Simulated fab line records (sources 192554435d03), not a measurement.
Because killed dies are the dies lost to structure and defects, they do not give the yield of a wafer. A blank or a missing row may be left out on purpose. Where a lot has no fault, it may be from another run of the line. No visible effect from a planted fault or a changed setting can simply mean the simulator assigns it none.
fab line records	flow n5-finfet
[record] lots = 11	wafers = 32	last-day = 18
route steps=1938 shown GATE_CUT@499 PASSIVATION@1906
lots that met no fault: taken from a fault-free run of the same line
start-h: hours from the record's first day to the start of the lot's first wafer shown	wait-h: time in hours since the lot's previous step	" the same as in the row above	L1.1+2: a single row standing in for several wafers	- no value, or no start was given	* or withheld: withheld	< > ~ a bound
route shown NAME@n: names a module that has steps shown in the file, with the first one's number in the route	usual: the fault-free wafers' mean and standard deviation	same: alike in all rows	chamber/n: place in a boat	sites: each site's reading	_std_site: their standard deviation	_edge_site: inner sites' mean taken away from outer sites' mean	radius-mm: how far each site lies from the wafer's centre	mask NAME#n: copy n	behind: the last tool/chamber to shape the wafer	hold: the reason the lot was held/the length of the hold in hours/how it ended	device: the transistor (n, p or np) that didn't switch	end of line: the route-end tests of the same wafers	a step given without rows: its recipe and nothing more	killed: not the wafer's yield, but the dies lost to structure and defects at the first sort	map: per-die view of a wafer (x killed, . not killed, _ where there is no die)
set.NAME: the setting as run; set.NAME@STEP: as run at that earlier step	model.NAME: the simulator's own value behind a step, which no gauge read
one table for each step of the route and one row for each wafer, over a sample of lots
services: the hour from which a tool's chamber was out of use, counted from the record's first day as start-h (under 0 if before that day), plus the number of hours and why
[[steps]]
[step N5_GATE_CUT_ETCH_19]
[recipe] chemistry = CH3F/O2	target = SiNx	mask-material = SiO2	target-depth-a = 537	time-s = 76.7	pressure-mtorr = 30	source-w = 395	bias-w = 73	Ar_flow_sccm = 150	CH3F_flow_sccm = 30	O2_flow_sccm = 20	ion-energy-ev = 120	ends = cleared
[usual] CH3F_flow_sccm = 30.00/0.094	drypump-motor-current-A = 5.8/0.62	etch-rf-on-time-s = 76.7/1.4	oes-product-au = 0.69/0.087	rf-vpp-V = 300/6.3	showerhead-plenum-p-Torr = 1.99/0.055	throttle-valve-pct = 16.4/0.31
lot.wafer	tool	chamber	start-h	wait-h	CH3F_flow_sccm	drypump-motor-current-A	etch-rf-on-time-s	oes-product-au	rf-hours-counter-h	rf-vpp-V	showerhead-plenum-p-Torr	throttle-valve-pct
L473.1	rie-diel-04	3	91.37	0.0	30.12	6.6	75.4	0.65	157	304	1.92	16.6
L473.5	"	0	"	"	29.96	5.8	75.5	0.60	-	295	2.06	16.9
L474.4	rie-diel-01	1	96.92	0.0	30.01	5.2	76.9	0.62	179	289	1.97	16.6
L474.5	"	3	"	"	30.14	6.4	75.4	0.80	-	300	1.98	16.2
L474.6	"	0	"	"	29.87	4.7	75.8	0.80	-	293	2.04	16.1
L475.2	rie-diel-01	0	100.57	0.0	29.98	4.8	76.0	0.80	17	293	2.04	16.1
L475.3	"	3	"	"	29.99	6.4	75.3	0.79	29	300	1.98	16.2
L475.4	"	1	"	"	29.96	5.2	77.4	0.62	180	291	1.97	16.6
L476.1	rie-diel-03	0	102.88	0.0	30.10	5.0	75.0	0.77	42	300	2.03	15.8
L476.2	"	2	"	"	30.13	5.5	78.0	0.60	198	302	1.91	16.6
L476.4	"	0	"	"	30.10	5.0	75.2	0.77	-	301	2.03	15.8
L480.2	rie-diel-04	1	127.04	0.0	29.91	6.5	77.3	0.68	92	304	2.03	16.4
L480.3	"	2	"	"	29.96	5.7	77.1	0.80	3	313	2.07	16.4
L480.5	"	3	"	"	29.92	6.6	77.5	0.63	-	303	1.91	16.6
L482.2	rie-diel-04	2	136.52	0.0	30.09	5.7	77.6	0.79	7	314	2.07	16.4
L482.5	"	2	"	"	29.88	5.7	77.0	0.79	-	313	2.07	16.4
L482.6	"	3	"	"	30.00	6.6	77.1	0.63	-	303	1.91	16.6
L483.2	rie-diel-03	1	142.63	0.0	30.00	5.3	75.6	0.65	159	304	2.01	16.3
L483.3	"	3	"	"	30.13	6.2	79.6	0.62	191	306	2.08	16.4
L483.6	"	2	"	"	29.98	5.5	79.5	0.59	-	306	1.91	16.6
L485.1	rie-diel-04	2	157.28	0.0	29.90	5.7	77.9	0.76	14	313	2.07	16.4
L485.3	"	3	"	"	30.02	6.6	78.3	0.62	181	302	1.91	16.6
L485.5	"	1	"	"	29.89	6.5	77.8	0.67	-	303	2.03	16.4
L486.1	rie-diel-04	3	162.49	0.0	29.90	6.6	77.6	0.62	182	304	1.91	16.7
L486.5	"	3	"	"	29.83	6.7	77.5	0.62	-	303	1.91	16.6
L486.6	"	0	"	"	29.98	5.7	78.8	0.57	-	296	2.05	16.9
L490.2	rie-diel-04	1	187.65	0.0	29.88	6.5	76.9	0.67	108	304	2.03	16.4
L490.3	"	2	"	"	29.90	5.7	77.6	0.74	23	312	2.07	16.5
L490.6	"	0	"	"	29.84	5.7	77.4	0.57	-	297	2.05	17.0
L495.2	rie-diel-01	2	217.00	0.0	30.07	6.1	74.1	0.80	28	295	1.94	15.8
L495.4	"	3	"	"	30.14	6.4	76.7	0.74	68	300	1.97	16.3
L495.6	"	1	"	"	30.05	5.2	77.0	0.59	-	290	1.96	16.6
[step N5_PASSIVATION_OVL_MEAS_63]
[recipe] points-per-wafer = 44
[usual] PAD_OVL = 1/5
[same] points-per-wafer = 44
lot.wafer	tool	chamber	start-h	wait-h	PAD_OVL[nm]
L475.2	overlay-01	0	266.73	0.0	-2
L475.3	"	0	"	"	3
L475.4	"	0	"	"	1
L473.1	overlay-02	0	266.89	0.0	-2
L473.5	"	0	"	"	-1
L474.4	overlay-02	0	270.66	0.0	0
L474.5	"	0	"	"	5
L474.6	"	0	"	"	2
L476.1	overlay-01	0	277.95	0.0	-4
L476.2	"	0	"	"	-6
L476.4	"	0	"	"	-1
L480.2	overlay-02	0	307.93	0.0	-1
L480.3	"	0	"	"	1
L480.5	"	0	"	"	2
L485.1	overlay-01	0	331.99	0.0	-2
L485.3	"	0	"	"	7
L485.5	"	0	"	"	3
L482.2	overlay-01	0	334.57	0.0	2
L482.5	"	0	"	"	-2
L482.6	"	0	"	"	4
L483.2	overlay-01	0	335.18	0.0	1
L483.3	"	0	"	"	-2
L483.6	"	0	"	"	2
L486.1	overlay-02	0	349.93	0.0	8
L486.5	"	0	"	"	-1
L486.6	"	0	"	"	10
L490.2	overlay-01	0	375.78	0.0	-3
L490.3	"	0	"	"	-2
L490.6	"	0	"	"	3
L495.2	overlay-01	0	432.74	0.0	-2
L495.4	"	0	"	"	3
L495.6	"	0	"	"	1
[step N5_PASSIVATION_AL_ETCH_33]
[recipe] chemistry = Cl2/BCl3	target-depth-a = 28000	over-etch-frac = 0.15	Cl2_flow_sccm = 180	bcl3-flow-sccm = 60	target = Al	stop-on = TaN	time-s = 466.7	ion-energy-ev = 100	pressure-mtorr = 10	icp-w = 900	bias-w = 100
[usual] drypump-motor-current-A = 5.95/0.26	oes-product-au = 0.71/0.074	throttle-valve-pct = 34.33/0.2
lot.wafer	tool	chamber	start-h	wait-h	drypump-motor-current-A	oes-product-au	rf-hours-counter-h	throttle-valve-pct
L475.2	rie-metal-02	0	266.87	0.1	5.79	0.74	34	34.32
L475.3	"	0	"	"	5.78	0.74	-	34.33
L475.4	"	1	"	"	5.49	0.76	-	34.38
L473.1	rie-metal-03	1	267.07	0.1	6.06	0.62	70	34.06
L473.5	"	0	"	"	6.28	0.77	-	34.45
L474.4	rie-metal-02	1	271.23	0.2	5.47	0.77	-	34.35
L474.5	"	0	"	"	5.79	0.75	-	34.30
L474.6	"	1	"	"	5.51	0.77	-	34.34
L476.1	rie-metal-03	0	278.09	0.1	6.26	0.78	18	34.42
L476.2	"	1	"	"	6.07	0.63	71	33.97
L476.4	"	0	"	"	6.24	0.78	-	34.40
L480.2	rie-metal-03	0	308.28	0.1	6.24	0.78	21	34.40
L480.3	"	0	"	"	6.24	0.76	-	34.43
L480.5	"	1	"	"	6.01	0.62	-	34.02
L485.1	rie-metal-02	0	332.13	0.1	5.78	0.73	38	34.32
L485.3	"	1	"	"	5.52	0.75	-	34.36
L485.5	"	1	"	"	5.51	0.75	-	34.37
L482.2	rie-metal-02	1	334.71	0.1	5.46	0.75	21	34.36
L482.5	"	1	"	"	5.49	0.76	-	34.37
L482.6	"	0	"	"	5.81	0.71	-	34.40
L483.2	rie-metal-03	1	335.49	0.1	6.03	0.61	76	34.04
L483.3	"	1	"	"	6.01	0.62	-	34.01
L483.6	"	1	"	"	6.03	0.61	-	34.04
L486.1	rie-metal-02	1	350.08	0.1	5.50	0.74	23	34.38
L486.5	"	0	"	"	5.84	0.72	-	34.31
L486.6	"	1	"	"	5.49	0.74	-	34.37
L490.2	rie-metal-03	0	375.92	0.1	6.25	0.75	26	34.43
L490.3	"	1	"	"	6.06	0.61	-	34.06
L490.6	"	0	"	"	6.22	0.75	-	34.41
L495.2	rie-metal-03	0	432.89	0.1	6.28	0.74	31	34.42
L495.4	"	0	"	"	6.25	0.74	-	34.40
L495.6	"	1	"	"	6.03	0.61	-	34.03
[step N5_PASSIVATION_STRIP_48]
[recipe] chemistry = O2	power-w = 600	temp-c = 60	pressure-mtorr = 30	rf-frequency-hz = 6e+07	bias-power-w = 0	overash-fraction = 0.5	o2-flow-sccm = 225
[usual] drypump-motor-current-A = 5.8/0.58	oes-product-au = 0.81/0.077	rf-vpp-V = 3.6/2.4	showerhead-plenum-p-Torr = 2.06/0.064	temp-c = 60.00/0.13	throttle-valve-pct = 16.59/0.22
lot.wafer	tool	chamber	start-h	wait-h	drypump-motor-current-A	oes-product-au	rf-hours-counter-h	rf-vpp-V	showerhead-plenum-p-Torr	temp-c	throttle-valve-pct
L475.2	rie-diel-06	3	269.21	0.1	6.5	0.71	213	5.1	2.16	60.16	16.86
L475.3	"	1	"	"	5.9	0.91	35	0	2.23	60.06	16.32
L475.4	"	0	"	"	4.9	0.70	245	12.1	1.97	60.13	17.15
L473.1	rie-diel-05	0	269.46	0.1	6.0	0.74	161	3.9	2.00	59.76	16.57
L473.5	"	3	"	"	4.9	0.81	-	6.5	2.04	60.01	16.20
L474.4	rie-diel-02	1	273.46	0.0	5.5	0.82	-	4.8	2.04	60.01	16.27
L474.5	"	3	"	"	6.0	0.93	-	3.7	2.06	59.78	16.43
L474.6	"	2	"	"	6.3	0.75	-	6.7	2.03	59.79	16.68
L476.1	rie-diel-02	3	280.57	0.1	5.9	0.97	3	4.7	2.05	60.11	16.47
L476.2	"	2	"	"	6.2	0.73	129	3.4	2.03	60.14	16.78
L476.4	"	1	"	"	5.5	0.80	74	3.4	2.04	60.11	16.23
L480.2	rie-diel-05	3	310.95	0.1	4.9	0.79	89	7.5	2.04	60.04	16.27
L480.3	"	1	"	"	6.4	0.86	81	4.4	2.04	60.03	16.53
L480.5	"	2	"	"	6.6	0.69	-	1.6	2.08	59.83	16.95
L485.1	rie-diel-02	0	334.33	0.1	5.1	0.81	97	0	2.05	59.95	16.72
L485.3	"	2	"	"	6.3	0.74	146	3.6	2.02	60.09	16.78
L485.5	"	0	"	"	5.1	0.83	-	2.5	2.05	59.86	16.70
L482.2	rie-diel-05	0	337.16	0.1	6.0	0.74	184	4.3	1.99	60.10	16.63
L482.5	"	1	"	"	6.4	0.88	-	9.3	2.03	59.88	16.63
L482.6	"	0	"	"	6.0	0.75	-	5.8	1.99	60.07	16.55
L483.2	rie-diel-02	0	337.82	0.1	5.0	0.81	98	2.0	2.05	60.21	16.64
L483.3	"	3	"	"	6.0	0.90	21	2.6	2.05	59.98	16.52
L483.6	"	2	"	"	6.2	0.73	-	4.5	2.02	60.07	16.78
L486.1	rie-diel-02	3	352.65	0.1	5.9	0.89	27	5.4	2.04	60.26	16.46
L486.5	"	1	"	"	5.5	0.76	-	1.1	2.03	60.03	16.21
L486.6	"	0	"	"	5.0	0.81	-	5.0	2.05	60.18	16.72
L490.2	rie-diel-02	1	378.37	0.1	5.5	0.77	106	0.4	2.02	60.16	16.35
L490.3	"	3	"	"	5.9	0.85	35	1.8	2.04	59.97	16.58
L490.6	"	3	"	"	5.9	0.85	-	7.4	2.04	59.89	16.47
L495.2	rie-diel-05	3	435.27	0.1	4.8	0.72	136	5.3	2.02	59.93	16.44
L495.4	"	2	"	"	6.6	0.90	38	1.8	2.07	59.93	16.47
L495.6	"	2	"	"	6.6	0.88	-	1.1	2.06	59.81	16.54
[step N5_PASSIVATION_PROBE_49]
[usual] killed_at_M0_to_M3 = 36/10	killed_at_M4_up = 13/5.5	killed-at-contacts = 12/5.6	killed-at-front-end = 42/12	killed-at-other = 4/3.2	killed-dies = 108/18	killed-open = 71/13	killed-short = 34/7.8
[same] gross-dies = 1180	killed-at-back-side = 0
lot.wafer	tool	chamber	start-h	wait-h	killed_at_M0_to_M3	killed_at_M4_up	killed-at-contacts	killed-at-front-end	killed-at-other	killed-dies	killed-open	killed-short
L475.2	prober-01	-	271.75	0.1	43	13	14	53	4	127	95	32
L475.3	prober-01	-	271.80	0.1	44	12	14	47	0	117	77	40
L475.4	prober-01	-	271.85	0.2	35	17	6	39	3	100	69	31
L473.1	prober-02	-	271.95	0.0	32	16	18	46	4	116	65	48
L473.5	prober-02	-	272.15	0.2	39	15	16	33	8	111	72	37
L474.4	prober-02	-	276.08	0.2	34	10	3	63	4	114	84	27
L474.5	prober-02	-	276.13	0.2	44	11	11	65	0	131	92	35
L474.6	prober-02	-	276.18	0.3	44	9	2	47	1	103	71	32
L476.1	prober-02	-	283.34	0.0	35	15	12	49	8	119	80	38
L476.2	prober-02	-	283.39	0.1	42	21	3	39	2	107	81	23
L476.4	prober-02	-	283.49	0.2	33	25	11	43	4	116	81	30
L480.2	prober-01	-	313.49	0.1	36	28	13	46	0	123	79	41
L480.3	prober-01	-	313.54	0.1	46	23	17	52	1	139	94	44
L480.5	prober-01	-	313.64	0.2	39	18	12	28	0	97	62	30
L485.1	prober-02	-	336.83	0.0	48	22	5	36	6	117	70	45
L485.3	prober-02	-	336.93	0.1	43	11	3	46	4	107	58	49
L485.5	prober-02	-	337.03	0.2	25	9	14	40	2	90	62	27
L482.2	prober-01	-	339.71	0.1	46	14	21	24	3	108	74	32
L482.5	prober-01	-	339.86	0.2	35	10	30	54	2	131	89	40
L482.6	prober-01	-	339.91	0.3	58	17	15	30	1	121	84	36
L483.2	prober-02	-	340.54	0.1	41	16	8	19	10	94	65	29
L483.3	prober-02	-	340.59	0.1	42	11	10	39	4	106	82	24
L483.6	prober-02	-	340.74	0.3	39	12	8	29	2	90	61	28
L486.1	prober-01	-	355.14	0.0	21	12	11	119	4	167	43	34
L486.5	prober-01	-	355.34	0.2	17	4	12	129	2	164	46	24
L486.6	prober-01	-	355.39	0.3	21	8	22	123	4	178	58	34
L490.2	prober-02	-	380.91	0.1	50	13	12	114	13	202	76	38
L490.3	prober-02	-	380.96	0.1	38	22	17	134	8	219	90	35
L490.6	prober-02	-	381.11	0.3	45	11	10	128	4	198	81	27
L495.2	prober-01	-	440.81	0.4	72	13	19	51	1	156	106	50
L495.4	prober-01	-	440.91	0.5	60	21	12	46	3	142	98	43
L495.6	prober-01	-	441.01	0.6	49	12	16	45	5	127	86	41
// killed by level:class
L475.2 STI_FIN_REVEAL:geometric-particle:open=30 MOL_CONTACT_COAG:geometric-particle:open=11 BEOL_M2:geometric-particle:open=10 GATE_CUT:geometric-particle:short=8 BEOL_M3:geometric-particle:open=8 BEOL_M4:geometric-particle:open=8 BEOL_M0_SAQP:geometric-particle:open=7 BEOL_M0_SAQP:geometric-particle:short=6
L475.3 BEOL_M0_SAQP:geometric-particle:open=13 FIN_SAQP:geometric-particle:open=12 MOL_CONTACT_COAG:geometric-particle:open=11 BEOL_M0_SAQP:geometric-particle:short=11 STI_FIN_REVEAL:geometric-particle:open=9 BEOL_M4:geometric-particle:open=9 BEOL_M3:geometric-particle:short=7 BEOL_M3:geometric-particle:open=6
L475.4 STI_FIN_REVEAL:geometric-particle:open=15 BEOL_M0_SAQP:geometric-particle:open=10 BEOL_M4:geometric-particle:open=9 BEOL_M3:geometric-particle:short=6 MOL_CONTACT_COAG:geometric-particle:open=6 DUMMY_GATE:geometric-particle:open=4 BEOL_M1:geometric-particle:short=4 BEOL_M2:geometric-particle:open=4
L473.1 BEOL_M0_SAQP:geometric-particle:short=15 STI_FIN_REVEAL:geometric-particle:open=14 MOL_CONTACT_COAG:geometric-particle:open=12 BEOL_M4:geometric-particle:open=10 FIN_SAQP:geometric-particle:short=6 MOL_CONTACT_COAG:geometric-particle:short=5 STI_FIN_REVEAL:geometric-particle:short=4 BEOL_M1:geometric-particle:open=4
L473.5 MOL_CONTACT_COAG:geometric-particle:open=14 BEOL_M0_SAQP:geometric-particle:short=9 STI_FIN_REVEAL:geometric-particle:open=7 BEOL_M3:geometric-particle:short=7 BEOL_M0_SAQP:geometric-particle:open=6 BEOL_M4:geometric-particle:open=6 BEOL_M2:geometric-particle:open=5 GATE_CUT:geometric-particle:open=4
L474.4 STI_FIN_REVEAL:geometric-particle:open=26 FIN_SAQP:geometric-particle:short=10 FIN_SAQP:geometric-particle:open=9 BEOL_M3:geometric-particle:open=9 BEOL_M4:geometric-particle:open=7 BEOL_M2:geometric-particle:open=7 BEOL_M0_SAQP:geometric-particle:open=5 GATE_CUT:geometric-particle:short=4
L474.5 STI_FIN_REVEAL:geometric-particle:open=31 BEOL_M0_SAQP:geometric-particle:short=12 BEOL_M0_SAQP:geometric-particle:open=11 MOL_CONTACT_COAG:geometric-particle:open=10 BEOL_M3:geometric-particle:open=9 FIN_SAQP:geometric-particle:open=8 FIN_SAQP:geometric-particle:short=7 STI_FIN_REVEAL:geometric-particle:short=6
L474.6 STI_FIN_REVEAL:geometric-particle:open=19 BEOL_M1:geometric-particle:open=13 BEOL_M0_SAQP:geometric-particle:open=8 FIN_SAQP:geometric-particle:open=6 STI_FIN_REVEAL:geometric-particle:short=6 BEOL_M0_SAQP:geometric-particle:short=6 BEOL_M2:geometric-particle:open=5 FIN_SAQP:geometric-particle:short=4
L476.1 MOL_CONTACT_COAG:geometric-particle:open=12 FIN_SAQP:geometric-particle:open=10 STI_FIN_REVEAL:geometric-particle:open=9 BEOL_M0_SAQP:geometric-particle:short=6 BEOL_M2:geometric-particle:open=6 BEOL_M3:geometric-particle:open=6 FIN_SAQP:geometric-particle:short=5 BEOL_M7:geometric-particle:open=5
L476.2 BEOL_M1:geometric-particle:open=16 STI_FIN_REVEAL:geometric-particle:open=15 BEOL_M4:geometric-particle:open=11 FIN_SAQP:geometric-particle:open=8 BEOL_M0_SAQP:geometric-particle:open=7 BEOL_M2:geometric-particle:open=7 FIN_SAQP:geometric-particle:short=4 BEOL_M0_SAQP:geometric-particle:short=4
L476.4 BEOL_M2:geometric-particle:open=13 FIN_SAQP:geometric-particle:open=10 BEOL_M4:geometric-particle:open=10 STI_FIN_REVEAL:geometric-particle:open=8 MOL_CONTACT_COAG:geometric-particle:open=8 BEOL_M0_SAQP:geometric-particle:short=8 FIN_SAQP:geometric-particle:short=5 BEOL_M1:geometric-particle:open=5
L480.2 STI_FIN_REVEAL:geometric-particle:open=16 BEOL_M4:geometric-particle:open=16 MOL_CONTACT_COAG:geometric-particle:open=10 BEOL_M0_SAQP:geometric-particle:short=9 BEOL_M0_SAQP:geometric-particle:open=6 BEOL_M1:geometric-particle:open=6 BEOL_M3:geometric-particle:open=6 FIN_SAQP:geometric-particle:short=5
L480.3 BEOL_M0_SAQP:geometric-particle:short=16 MOL_CONTACT_COAG:geometric-particle:open=15 STI_FIN_REVEAL:geometric-particle:open=14 BEOL_M0_SAQP:geometric-particle:open=11 BEOL_M4:geometric-particle:open=9 GATE_CUT:geometric-particle:short=8 BEOL_M2:geometric-particle:open=7 FIN_SAQP:geometric-particle:open=6
L480.5 BEOL_M0_SAQP:geometric-particle:short=12 MOL_CONTACT_COAG:geometric-particle:open=9 BEOL_M4:geometric-particle:open=9 BEOL_M0_SAQP:geometric-particle:open=8 BEOL_M2:geometric-particle:open=7 BEOL_M3:geometric-particle:open=6 FIN_SAQP:geometric-particle:short=5 GATE_CUT:geometric-particle:open=5
L485.1 FIN_SAQP:geometric-particle:open=10 BEOL_M0_SAQP:geometric-particle:short=10 BEOL_M2:geometric-particle:open=10 FIN_SAQP:geometric-particle:short=7 BEOL_M0:geometric-particle:short=7 BEOL_M3:geometric-particle:open=7 BEOL_M4:geometric-particle:open=7 DUMMY_GATE:geometric-particle:open=5
L485.3 STI_FIN_REVEAL:geometric-particle:open=16 BEOL_M0_SAQP:geometric-particle:short=11 STARTING-WAFER:geometric-particle:short=9 FIN_SAQP:geometric-particle:short=8 BEOL_M2:geometric-particle:open=8 BEOL_M0_SAQP:geometric-particle:open=8 BEOL_M0:geometric-particle:short=4 DUMMY_GATE:geometric-particle:open=3
L485.5 MOL_CONTACT_COAG:geometric-particle:open=13 BEOL_M2:geometric-particle:open=8 STI_FIN_REVEAL:geometric-particle:open=8 GATE_CUT:geometric-particle:short=8 FIN_SAQP:geometric-particle:open=7 BEOL_M0_SAQP:geometric-particle:short=7 DUMMY_GATE:geometric-particle:open=6 FIN_SAQP:geometric-particle:short=5
L482.2 MOL_CONTACT_COAG:geometric-particle:open=17 BEOL_M3:geometric-particle:open=12 BEOL_M2:geometric-particle:open=10 BEOL_M1:geometric-particle:open=7 STI_FIN_REVEAL:geometric-particle:open=6 BEOL_M3:geometric-particle:short=5 STARTING-WAFER:geometric-particle:short=4 MOL_CONTACT_COAG:geometric-particle:short=4
L482.5 MOL_CONTACT_COAG:geometric-particle:open=26 STI_FIN_REVEAL:geometric-particle:open=17 FIN_SAQP:geometric-particle:short=11 BEOL_M2:geometric-particle:open=8 BEOL_M3:geometric-particle:open=8 FIN_SAQP:geometric-particle:open=7 STI_FIN_REVEAL:geometric-particle:short=4 MOL_CONTACT_COAG:geometric-particle:short=4
L482.6 BEOL_M3:geometric-particle:open=16 MOL_CONTACT_COAG:geometric-particle:open=14 BEOL_M1:geometric-particle:open=12 BEOL_M0_SAQP:geometric-particle:short=9 BEOL_M0_SAQP:geometric-particle:open=8 BEOL_M2:geometric-particle:open=7 BEOL_M4:geometric-particle:open=7 FIN_SAQP:geometric-particle:short=6
L483.2 BEOL_M2:geometric-particle:open=9 BEOL_M1:geometric-particle:open=9 BEOL_M3:geometric-particle:open=8 MOL_CONTACT_COAG:geometric-particle:open=7 BEOL_M4:geometric-particle:open=7 BEOL_M1:geometric-particle:short=5 FIN_SAQP:geometric-particle:open=4 BEOL_M2:geometric-particle:short=4
L483.3 BEOL_M2:geometric-particle:open=24 STI_FIN_REVEAL:geometric-particle:open=12 MOL_CONTACT_COAG:geometric-particle:open=8 GATE_CUT:geometric-particle:short=6 BEOL_M0_SAQP:geometric-particle:open=6 BEOL_M4:geometric-particle:open=5 BEOL_M1:geometric-particle:open=4 STARTING-WAFER:geometric-particle:open=4
L483.6 BEOL_M1:geometric-particle:open=10 BEOL_M2:geometric-particle:open=10 FIN_SAQP:geometric-particle:open=6 MOL_CONTACT_COAG:geometric-particle:open=6 BEOL_M0_SAQP:geometric-particle:short=5 BEOL_M3:geometric-particle:open=5 BEOL_M8:geometric-particle:open=5 STARTING-WAFER:geometric-particle:short=5
L486.1 GATE_CUT:unspecified=90 MOL_CONTACT_COAG:geometric-particle:open=9 FIN_SAQP:geometric-particle:open=7 FIN_SAQP:geometric-particle:short=6 GATE_CUT:geometric-particle:short=5 BEOL_M1:geometric-particle:open=5 BEOL_M2:geometric-particle:open=5 STARTING-WAFER:geometric-particle:short=4
L486.5 GATE_CUT:unspecified=93 FIN_SAQP:geometric-particle:short=11 MOL_CONTACT_COAG:geometric-particle:open=8 FIN_SAQP:geometric-particle:open=6 STI_FIN_REVEAL:geometric-particle:open=6 DUMMY_GATE:geometric-particle:open=5 BEOL_M1:geometric-particle:open=5 BEOL_M3:geometric-particle:open=5
L486.6 GATE_CUT:unspecified=85 MOL_CONTACT_COAG:geometric-particle:open=17 GATE_CUT:geometric-particle:short=10 FIN_SAQP:geometric-particle:short=8 FIN_SAQP:geometric-particle:open=8 BEOL_M2:geometric-particle:open=8 MOL_CONTACT_COAG:geometric-particle:short=5 BEOL_M3:geometric-particle:open=4
L490.2 GATE_CUT:unspecified=88 BEOL_M3:geometric-particle:open=17 BEOL_M0_SAQP:geometric-particle:short=13 STI_FIN_REVEAL:geometric-particle:open=10 BEOL_M0_SAQP:geometric-particle:open=10 MOL_CONTACT_COAG:geometric-particle:open=9 DUMMY_GATE:geometric-particle:open=6 BEOL_M1:geometric-particle:open=6
L490.3 GATE_CUT:unspecified=92 STI_FIN_REVEAL:geometric-particle:open=24 MOL_CONTACT_COAG:geometric-particle:open=13 BEOL_M4:geometric-particle:open=9 BEOL_M0_SAQP:geometric-particle:open=8 BEOL_M0_SAQP:geometric-particle:short=7 BEOL_M3:geometric-particle:open=7 GATE_CUT:geometric-particle:short=4
L490.6 GATE_CUT:unspecified=90 STI_FIN_REVEAL:geometric-particle:open=23 BEOL_M0_SAQP:geometric-particle:short=12 MOL_CONTACT_COAG:geometric-particle:open=9 BEOL_M0_SAQP:geometric-particle:open=9 BEOL_M3:geometric-particle:open=8 BEOL_M2:geometric-particle:open=5 BEOL_M0:geometric-particle:open=4
L495.2 BEOL_M0_SAQP:geometric-particle:open=19 FIN_SAQP:geometric-particle:short=16 STI_FIN_REVEAL:geometric-particle:open=16 BEOL_M3:geometric-particle:open=16 MOL_CONTACT_COAG:geometric-particle:open=15 BEOL_M1:geometric-particle:open=12 BEOL_M0_SAQP:geometric-particle:short=11 BEOL_M4:geometric-particle:open=8
L495.4 BEOL_M0_SAQP:geometric-particle:open=23 STI_FIN_REVEAL:geometric-particle:open=14 BEOL_M0_SAQP:geometric-particle:short=13 BEOL_M1:geometric-particle:open=11 MOL_CONTACT_COAG:geometric-particle:open=8 DUMMY_GATE:geometric-particle:open=7 STI_FIN_REVEAL:geometric-particle:short=6 BEOL_M4:geometric-particle:open=5
L495.6 STI_FIN_REVEAL:geometric-particle:open=16 BEOL_M0_SAQP:geometric-particle:open=14 BEOL_M0_SAQP:geometric-particle:short=14 MOL_CONTACT_COAG:geometric-particle:open=13 BEOL_M3:geometric-particle:open=9 BEOL_M4:geometric-particle:open=8 FIN_SAQP:geometric-particle:open=6 STARTING-WAFER:geometric-particle:short=5
[[services]]
tool	chamber	start-h	hours	kind
rie-diel-02	0	126.72	16.1	repair
rie-diel-04	1	129.49	9.0	repair
rie-diel-04	0	130.52	10.4	repair
rie-diel-04	1	139.52	4.0	repair
rie-metal-03	1	155.59	6.4	repair
rie-diel-05	1	162.15	36.3	repair
rie-metal-03	-	162.97	8.4	repair
rie-metal-02	1	183.12	1.1	repair
rie-metal-02	-	191.37	2.8	pm
rie-diel-02	1	198.27	1.6	repair
rie-diel-04	1	221.30	13.8	repair
rie-diel-02	-	229.71	0.5	repair
rie-diel-01	1	240.27	4.0	repair
rie-diel-05	0	258.19	9.4	repair
rie-diel-02	0	264.49	9.9	repair
rie-diel-04	2	273.35	7.5	repair
rie-diel-05	0	307.30	4.3	repair
rie-diel-04	1	328.93	6.7	repair
rie-diel-01	3	357.36	12.1	repair
rie-diel-05	3	376.16	2.3	repair
rie-diel-02	-	381.76	0.5	repair
rie-diel-04	2	403.20	10.2	repair
rie-diel-02	-	413.98	13.0	repair
rie-diel-04	2	430.48	7.6	repair
[[key]]
[first-sign] step = N5_PASSIVATION_PROBE_49	reading = killed-at-front-end	direction = up	sigmas = 6.7	usual = 42	struck = 124
[effect] step = N5_PASSIVATION_PROBE_49	reading = killed-dies	direction = up	sigmas = 4.5	usual = 108	struck = 188
[more-kills-born-at] N5_GATE_CUT_ETCH_19@rie-diel-04 = 538
met-at N5_GATE_CUT_ETCH_19
struck-lots L486,L490
tester-left-out L486,L490
not-acting-at N5_PASSIVATION_OVL_MEAS_63,N5_PASSIVATION_AL_ETCH_33,N5_PASSIVATION_STRIP_48
onset-between 157.28 162.49
[fault] kind = chamber-particle-source	tool = rie-diel-04	chamber = -	onset-h = 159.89	steps = N5_GATE_CUT_ETCH_19	rate-per-visit-cm2 = 0.38966	end-h = 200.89
// tester-left-out: of these lots the tester's yield and bins aren't shown, on N5 and GAA mostly nor the transistor test; their killed dies are dies lost to structure and defects alone, not to doping, threshold or leakage, so they don't give the yield
